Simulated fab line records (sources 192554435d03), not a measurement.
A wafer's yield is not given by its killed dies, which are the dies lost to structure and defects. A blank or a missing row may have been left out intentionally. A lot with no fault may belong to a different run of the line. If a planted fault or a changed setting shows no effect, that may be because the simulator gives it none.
Split-lot experiment || flow n5_finfet || route with 1938 steps; 7 lots, 21 wafers read

THE SPLIT ITSELF
At N5_BEOL_M7_ILD_DEP_00 (deposits SiCOH lowk from DEMS/porogen, target thk 179.75 nm, time 33.4 s), the setting temp_c was moved away from the recipe's 300 C on 5 of the 21 wafers read, by -2.0% to +1.6%. The other wafers ran this setting at the recipe's value.

THE PATH FROM SPLIT TO READING: the file shows 1 step between them
- N5_BEOL_M7_CURE_74: cures SiCOH lowk, time 240 s

THE READING
At N5_BEOL_M7_THK_MEAS_01: M7_ILD_THK, given in nm. Fault-free wafers of this fab line usually give 155.3 nm, standard deviation 2.1 nm.

{"wafer": "L075.1", "tool, chamber at the split": "pecvd-02, 2", "temp_c as run, C": 300, "against the recipe": "recipe", "M7_ILD_THK, nm": 155.8, "against lot-mates on the recipe": "-"}
{"wafer": "L075.2", "tool, chamber at the split": "pecvd-02, 1", "temp_c as run, C": 304.9, "against the recipe": "+1.6%", "M7_ILD_THK, nm": 150.7, "against lot-mates on the recipe": -6.4}
{"wafer": "L075.6", "tool, chamber at the split": "pecvd-02, 2", "temp_c as run, C": 300, "against the recipe": "recipe", "M7_ILD_THK, nm": 158.3, "against lot-mates on the recipe": "-"}
{"wafer": "L076.2", "tool, chamber at the split": "pecvd-03, 0,1", "temp_c as run, C": 300, "against the recipe": "recipe", "M7_ILD_THK, nm": 154.1, "against lot-mates on the recipe": "-"}
{"wafer": "L076.4", "tool, chamber at the split": "pecvd-03, 1", "temp_c as run, C": 298.2, "against the recipe": "-0.6%", "M7_ILD_THK, nm": 157.7, "against lot-mates on the recipe": "+2.4"}
{"wafer": "L076.5", "tool, chamber at the split": "pecvd-03, 0,1", "temp_c as run, C": 300, "against the recipe": "recipe", "M7_ILD_THK, nm": 156.4, "against lot-mates on the recipe": "-"}
{"wafer": "L079.1", "tool, chamber at the split": "pecvd-04, 1,2,0", "temp_c as run, C": 300, "against the recipe": "recipe", "M7_ILD_THK, nm": 153.2, "against lot-mates on the recipe": "-"}
{"wafer": "L079.3", "tool, chamber at the split": "pecvd-04, 1,2,0", "temp_c as run, C": 300, "against the recipe": "recipe", "M7_ILD_THK, nm": 153.8, "against lot-mates on the recipe": "-"}
{"wafer": "L079.6", "tool, chamber at the split": "pecvd-04, 1,2,0", "temp_c as run, C": 300, "against the recipe": "recipe", "M7_ILD_THK, nm": 155.5, "against lot-mates on the recipe": "-"}
{"wafer": "L081.2", "tool, chamber at the split": "pecvd-02, 1,0", "temp_c as run, C": 300, "against the recipe": "recipe", "M7_ILD_THK, nm": 154.3, "against lot-mates on the recipe": "-"}
{"wafer": "L081.3", "tool, chamber at the split": "pecvd-02, 1,0", "temp_c as run, C": 300, "against the recipe": "recipe", "M7_ILD_THK, nm": 152.5, "against lot-mates on the recipe": "-"}
{"wafer": "L081.5", "tool, chamber at the split": "pecvd-02, 2", "temp_c as run, C": 294, "against the recipe": "-2.0%", "M7_ILD_THK, nm": 162.1, "against lot-mates on the recipe": "+8.7"}
{"wafer": "L088.3", "tool, chamber at the split": "pecvd-02, 1,2", "temp_c as run, C": 300, "against the recipe": "recipe", "M7_ILD_THK, nm": 152.2, "against lot-mates on the recipe": "-"}
{"wafer": "L088.5", "tool, chamber at the split": "pecvd-02, 1", "temp_c as run, C": 298.2, "against the recipe": "-0.6%", "M7_ILD_THK, nm": 154.8, "against lot-mates on the recipe": "+1.0"}
{"wafer": "L088.6", "tool, chamber at the split": "pecvd-02, 1,2", "temp_c as run, C": 300, "against the recipe": "recipe", "M7_ILD_THK, nm": 155.5, "against lot-mates on the recipe": "-"}
{"wafer": "L089.1", "tool, chamber at the split": "pecvd-02, 1,1,0", "temp_c as run, C": 300, "against the recipe": "recipe", "M7_ILD_THK, nm": 154.4, "against lot-mates on the recipe": "-"}
{"wafer": "L089.4", "tool, chamber at the split": "pecvd-02, 1,1,0", "temp_c as run, C": 300, "against the recipe": "recipe", "M7_ILD_THK, nm": 155.6, "against lot-mates on the recipe": "-"}
{"wafer": "L089.6", "tool, chamber at the split": "pecvd-02, 1,1,0", "temp_c as run, C": 300, "against the recipe": "recipe", "M7_ILD_THK, nm": 155.6, "against lot-mates on the recipe": "-"}
{"wafer": "L093.1", "tool, chamber at the split": "pecvd-03, 1,2", "temp_c as run, C": 300, "against the recipe": "recipe", "M7_ILD_THK, nm": 155.2, "against lot-mates on the recipe": "-"}
{"wafer": "L093.3", "tool, chamber at the split": "pecvd-03, 1,2", "temp_c as run, C": 300, "against the recipe": "recipe", "M7_ILD_THK, nm": 155.5, "against lot-mates on the recipe": "-"}
{"wafer": "L093.4", "tool, chamber at the split": "pecvd-03, 2", "temp_c as run, C": 302.2, "against the recipe": "+0.7%", "M7_ILD_THK, nm": 156.1, "against lot-mates on the recipe": "+0.8"}
When a row names more than one chamber, that row covers several wafers, and the file does not tell which wafer ran in which chamber.

FIT RESULTS
A straight line over all 21 wafers: M7_ILD_THK changes by -2.76 nm for each +1% of temp_c; r = -0.73; the points scatter about the line by 1.7 nm.
The same after taking each lot's own level away (the mean of its wafers on the recipe; 21 wafers): -3.67 nm for each +1%; r = -0.88; scatter 1.3 nm.
That fit puts the effect of the largest move of temp_c on the reading at 7.3 nm.
From 153.40 to 157.05 nm: that is the span of the lots' own levels, equal to 1.7 times the standard deviation above.
So the lot-to-lot level blurs the effect unless lot-mates are compared.
Check: with one of the wafers moved furthest among these (-2.0%) left out of the fit, the line predicts +6.15 nm for it against its lot-mates. Against them it came out at +8.7 nm.

THESE WAFERS: OTHER SPLITS
These wafers also went through other splits before the reading. Each is held against what the fit with the lots' levels taken away leaves over:
{"other split on the same wafers": "N5_BEOL_M0_ETCH_138 source_w", "wafers away from the commonest value": 5, "r with M7_ILD_THK (lot level and that fit taken away)": -0.11}
{"other split on the same wafers": "N5_BEOL_M1_COAT_05 spin_rpm", "wafers away from the commonest value": 7, "r with M7_ILD_THK (lot level and that fit taken away)": -0.13}
{"other split on the same wafers": "N5_BEOL_M1_ETCH_74 bias_w", "wafers away from the commonest value": 6, "r with M7_ILD_THK (lot level and that fit taken away)": -0.49}
{"other split on the same wafers": "N5_BEOL_M2_DESCUM_16 time_s", "wafers away from the commonest value": 10, "r with M7_ILD_THK (lot level and that fit taken away)": "+0.23"}
{"other split on the same wafers": "N5_BEOL_M2_VIA_ETCH_34 time_s", "wafers away from the commonest value": 5, "r with M7_ILD_THK (lot level and that fit taken away)": "+0.16"}
{"other split on the same wafers": "N5_BEOL_M3_ETCH_41 target_depth_a", "wafers away from the commonest value": 10, "r with M7_ILD_THK (lot level and that fit taken away)": -0.02}
{"other split on the same wafers": "N5_BEOL_M4_SPUTTER_81 time_s", "wafers away from the commonest value": 7, "r with M7_ILD_THK (lot level and that fit taken away)": "+0.24"}
{"other split on the same wafers": "N5_BEOL_M5_VIA_ETCH_34 source_w", "wafers away from the commonest value": 11, "r with M7_ILD_THK (lot level and that fit taken away)": -0.32}
{"other split on the same wafers": "N5_BEOL_M5_TRENCH_ETCH_37 bias_w", "wafers away from the commonest value": 8, "r with M7_ILD_THK (lot level and that fit taken away)": "+0.24"}

THE WHOLE CHAIN: every reading that the file lists as answering this split, in the file's order
{"step": "N5_BEOL_M7_CURE_74", "what it does": "cures SiCOH lowk, time 240 s", "reading": "SiCOH_lowk_of_BEOL_M7_ILD_DEP_00.thk_nm (the simulator's own value, which no gauge read)", "change (the file's fit)": "-3.73 nm for each +1% of the setting", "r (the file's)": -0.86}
{"step": "N5_BEOL_M7_THK_MEAS_01", "what it does": "", "reading": "M7_ILD_THK", "change (the file's fit)": "-3.7 for each +1% of the setting", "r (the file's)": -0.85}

FILE'S OWN FIT
M7_ILD_THK changes by -3.7 nm for each +1% of temp_c, r = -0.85.
